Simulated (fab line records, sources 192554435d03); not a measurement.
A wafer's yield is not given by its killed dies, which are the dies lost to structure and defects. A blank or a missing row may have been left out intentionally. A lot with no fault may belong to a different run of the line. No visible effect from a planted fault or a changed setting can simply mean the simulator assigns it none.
Which tool was responsible?	flow n5Finfet	24 wafers from 8 lots sampled at 5 of the route's 1938 steps

WHAT THE GAUGES SHOWED, per wafer
N5_BEOL_M4_RC_MEAS_101. Usual: DIBL_N 35.8 mV/V, standard deviation 1.8; DIBL_P 35.6 mV/V, standard deviation 2; IOFF_N 0.148 nA/um, standard deviation 0.028; IOFF_P 0.20 nA/um, standard deviation 0.034; ION_N 672 uA/um, standard deviation 12; ION_P 462 uA/um, standard deviation 8.5; SS_N 71.2 mV/dec, standard deviation 0.65; SS_P 73.1 mV/dec, standard deviation 0.67; VT_N 251 mV, standard deviation 3.3; VT_P -251 mV, standard deviation 3.8.
lot	measured	on	DIBL_N (mV/V)	DIBL_P (mV/V)	IOFF_N (nA/um)	IOFF_P (nA/um)	ION_N (uA/um)	ION_P (uA/um)	SS_N (mV/dec)	SS_P (mV/dec)	VT_N (mV)	VT_P (mV)	flag
L571	day 9 07:14	prober-01	36.3 35.4 36.7	37.7 38.2 37.9	0.161 0.152 0.165	0.19 0.20 0.19	686 674 671	464 463 461	71.5 71.5 71.0	72.9 72.6 73.1	250 252 250	-256 -254 -256	
L572	day 9 04:34	prober-01	37.6 37.9 36.8	36.9 37.5 35.5	0.169 0.162 0.147	0.20 0.22 0.18	693 684 675	465 461 462	71.9 71.7 71.4	73.8 74.0 72.9	245 247 251	-252 -249 -254	
L574	day 9 10:25	prober-01	38.1 37.8 37.9	36.8 36.6 36.3	0.191 0.178 0.174	0.26 0.26 0.23	692 686 685	481 475 468	71.9 71.9 71.4	72.9 73.2 73.2	247 247 248	-244 -242 -246	
L585	day 12 03:19	prober-01	38.5 35.8 35.6	39.8 34.5 36.1	0.191 0.137 0.146	0.25 0.17 0.18	679 663 683	463 454 466	72.1 71.6 71.5	73.7 73.0 73.1	248 252 251	-248 -252 -255	
L587	day 12 19:14	prober-02	36.4 39.3 37.4	33.2 36.0 35.8	0.145 0.208 0.170	0.16 0.19 0.20	671 659 685	454 443 459	71.8 72.7 71.3	73.0 73.9 73.8	253 249 249	-257 -253 -250	
L588	day 13 02:19	prober-01	38.6 37.8 38.0	41.2 39.5 39.9	0.200 0.181 0.183	0.27 0.24 0.25	678 684 682	464 462 472	72.5 71.2 72.0	74.2 73.9 74.1	245 247 250	-247 -249 -247	
L589	day 13 18:52	prober-02	35.8 38.4 35.3	35.0 37.4 33.1	0.147 0.197 0.138	0.19 0.24 0.18	677 691 682	463 478 464	71.3 71.6 71.0	72.4 72.5 71.9	250 246 254	-248 -247 -250	
L590	day 13 22:43	prober-02	34.5 35.1 35.3	34.1 35.6 35.2	0.145 0.163 0.164	0.19 0.21 0.21	673 687 692	471 470 469	70.7 70.5 70.9	72.4 72.9 72.9	249 246 247	-249 -247 -247	

WHICH TOOL RAN EACH LOT (tool, then ch and the chambers of the sampled wafers, then the start)
lot	N5_MOL_CONTACT_COAG_ETCH_59	N5_MOL_CONTACT_COAG_STRIP_98	N5_MOL_CONTACT_COAG_DESCUM_88	N5_MOL_CONTACT_COAG_ETCH_90
L571	rieDiel-05 ch 1,3, day 5 18:04	rieDiel-05 ch 1,3, day 5 18:21	rieDiel-05 ch 0,1,3, day 6 02:47	rieDiel-05 ch 0,1,3, day 6 02:50
L572	rieDiel-06 ch 1,2, day 6 01:30	rieDiel-06 ch 1,2, day 6 01:48	rieDiel-05 ch 0,1,2, day 6 10:38	rieDiel-05 ch 0,1,2, day 6 10:41
L574	rieDiel-03 ch 0,3, day 6 12:38	rieDiel-03 ch 0,3, day 6 12:55	rieDiel-05 ch 0,3, day 6 23:41	rieDiel-05 ch 0,3, day 6 23:44
L585	rieDiel-06 ch 0,1,2, day 9 05:25	rieDiel-06 ch 0,1,2, day 9 05:42	rieDiel-05 ch 0,1,3, day 9 17:43	rieDiel-05 ch 0,1,3, day 9 17:46
L587	rieDiel-05 ch 0,2,3, day 9 20:31	rieDiel-05 ch 0,2,3, day 9 20:48	rieDiel-05 ch 0,1,3, day 10 06:53	rieDiel-05 ch 0,1,3, day 10 06:56
L588	rieDiel-06 ch 1,2,3, day 9 21:35	rieDiel-06 ch 1,2,3, day 9 21:53	rieDiel-06 ch 1,2,3, day 10 09:22	rieDiel-06 ch 1,2,3, day 10 09:25
L589	rieDiel-05 ch 1,3, day 10 05:53	rieDiel-05 ch 1,3, day 10 06:11	rieDiel-03 ch 0,2, day 10 16:10	rieDiel-03 ch 0,2, day 10 16:14
L590	rieDiel-06 ch 1,2, day 10 09:53	rieDiel-06 ch 1,2, day 10 10:11	rieDiel-06 ch 1,3, day 10 19:42	rieDiel-06 ch 1,3, day 10 19:45
- N5_MOL_CONTACT_COAG_ETCH_59: etches underlayer in N2/H2, target depth 13 nm, time 10.4 s.
- N5_MOL_CONTACT_COAG_STRIP_98: strips in N2/H2.
- N5_MOL_CONTACT_COAG_DESCUM_88: chemistry O2, time 7 s.
- N5_MOL_CONTACT_COAG_ETCH_90: etches SiARC in CF4, target depth 13 nm, time 21.7 s.

WHAT THE TOOLS THEMSELVES READ (means of the sampled wafers that have a number; where no wafer has one, the mark that the record gives instead)
N5_MOL_CONTACT_COAG_ETCH_59. Usual: drypumpMotorCurrentA 5.6 A, standard deviation 0.42; etchRfOnTimeS 10.33 s, standard deviation 0.25; oesProductAu 0.66 a.u., standard deviation 0.072; rfVppV 523.6 V, standard deviation 2.6; showerheadPlenumPTorr 2.53 Torr, standard deviation 0.084; throttleValvePct 17.78 %, standard deviation 0.21.
lot	tool	drypumpMotorCurrentA (A)	etchRfOnTimeS (s)	oesProductAu (a.u.)	rfVppV (V)	showerheadPlenumPTorr (Torr)	throttleValvePct (%)	flag
L571	rieDiel-05	5.2	10.38	0.62	523.9	2.53	18.02	
L572	rieDiel-06	5.6	10.73	0.61	521.3	2.46	17.71	
L574	rieDiel-03	5.8	10.24	0.76	522.7	2.48	17.70	
L585	rieDiel-06	5.3	10.57	0.68	526.9	2.62	17.68	
L587	rieDiel-05	5.5	10.14	0.68	523.5	2.54	17.78	
L588	rieDiel-06	5.8	10.40	0.68	524.5	2.55	17.60	
L589	rieDiel-05	5.2	10.03	0.72	522.8	2.49	17.93	
L590	rieDiel-06	5.5	10.33	0.70	525.1	2.59	17.49	

N5_MOL_CONTACT_COAG_STRIP_98. Usual: drypumpMotorCurrentA 5.6 A, standard deviation 0.43; oesProductAu 0.77 a.u., standard deviation 0.087; rfVppV 54.2 V, standard deviation 1.5; showerheadPlenumPTorr 3.34 Torr, standard deviation 0.11; throttleValvePct 18.8 %, standard deviation 0.34.
lot	tool	drypumpMotorCurrentA (A)	oesProductAu (a.u.)	rfVppV (V)	showerheadPlenumPTorr (Torr)	throttleValvePct (%)	flag
L571	rieDiel-05	5.2	0.71	53.2	3.33	19.2	
L572	rieDiel-06	5.6	0.71	53.0	3.25	18.5	
L574	rieDiel-03	5.8	0.89	55.2	3.28	18.6	
L585	rieDiel-06	5.4	0.80	55.2	3.46	18.6	
L587	rieDiel-05	5.5	0.78	55.6	3.36	18.8	
L588	rieDiel-06	5.8	0.80	53.7	3.37	18.5	
L589	rieDiel-05	5.2	0.83	56.3	3.30	19.1	
L590	rieDiel-06	5.5	0.81	56.3	3.42	18.3	

N5_MOL_CONTACT_COAG_DESCUM_88. Usual: drypumpMotorCurrentA 5.6 A, standard deviation 0.43; oesProductAu 0.77 a.u., standard deviation 0.089; rfVppV 242.9 V, standard deviation 1.4; showerheadPlenumPTorr 2.08 Torr, standard deviation 0.072; throttleValvePct 20.38 %, standard deviation 0.21.
lot	tool	drypumpMotorCurrentA (A)	oesProductAu (a.u.)	rfVppV (V)	showerheadPlenumPTorr (Torr)	throttleValvePct (%)	flag
L571	rieDiel-05	5.4	0.71	242.5	2.07	20.54	
L572	rieDiel-05	5.5	0.74	243.0	2.11	20.31	
L574	rieDiel-05	5.4	0.89	243.5	2.06	20.46	
L585	rieDiel-05	5.4	0.77	243.0	2.06	20.48	
L587	rieDiel-05	5.4	0.77	242.0	2.06	20.48	
L588	rieDiel-06	5.8	0.79	242.9	2.10	20.23	
L589	rieDiel-03	6.2	0.74	240.9	2.01	20.54	
L590	rieDiel-06	5.7	0.73	242.2	2.05	20.22	

N5_MOL_CONTACT_COAG_ETCH_90. Usual: cf4FlowSccm is 100.02 sccm with standard deviation 0.28, drypumpMotorCurrentA is 5.6 A with standard deviation 0.43, etchRfOnTimeS is 21.6 s with standard deviation 0.48, oesProductAu is 0.66 a.u. with standard deviation 0.075, rfVppV is 184.0 V with standard deviation 1.1, showerheadPlenumPTorr is 2.13 Torr with standard deviation 0.066, and throttleValvePct is 15.57 % with standard deviation 0.17.
lot	tool	cf4FlowSccm (sccm)	drypumpMotorCurrentA (A)	etchRfOnTimeS (s)	oesProductAu (a.u.)	rfVppV (V)	showerheadPlenumPTorr (Torr)	throttleValvePct (%)	flag
L571	rieDiel-05	99.68	5.4	21.5	0.62	184.2	2.12	15.77	
L572	rieDiel-05	100.05	5.5	21.4	0.63	184.5	2.16	15.54	
L574	rieDiel-05	100.22	5.4	21.0	0.77	183.5	2.11	15.60	
L585	rieDiel-05	99.80	5.4	13.0	0.91	184.4	2.11	15.67	OFF
L587	rieDiel-05	99.90	5.4	13.0	0.90	184.9	2.11	15.68	OFF
L588	rieDiel-06	99.98	5.8	22.0	0.68	184.9	2.15	15.45	
L589	rieDiel-03	99.77	6.2	21.1	0.64	182.4	2.05	15.66	
L590	rieDiel-06	99.89	5.7	21.4	0.63	184.3	2.10	15.48	

THE ANSWER, worked out from the rows above alone
Rule: take the mean of a lot's wafers that have a number; if it is more than 3 standard deviations from the usual mean, the lot is off. A lot without any number at a reading at which 4 lots or more have one is off too. All remaining lots with rows at the step are treated as sound. After the gauges, taken in route order, come the tools' own readings; for these a lot's mean is taken, as printed above. At the first step where some lot is off, the reading lying furthest off is the one used; lots without a number count as furthest.
Off at N5_MOL_CONTACT_COAG_ETCH_90 (etchRfOnTimeS): L585, L587.
A tool fits if, at that step or a process step before it, it ran every lot that is off, and no sound lot after the first of them. One fits: rieDiel-05 at N5_MOL_CONTACT_COAG_DESCUM_88 and N5_MOL_CONTACT_COAG_ETCH_90. At N5_MOL_CONTACT_COAG_DESCUM_88 its last sound lot is L574 (day 6 23:41), its first lot that is off L585 (day 9 17:43): a fault that began between those two fits.

WHAT THE SIMULATOR PUT IN
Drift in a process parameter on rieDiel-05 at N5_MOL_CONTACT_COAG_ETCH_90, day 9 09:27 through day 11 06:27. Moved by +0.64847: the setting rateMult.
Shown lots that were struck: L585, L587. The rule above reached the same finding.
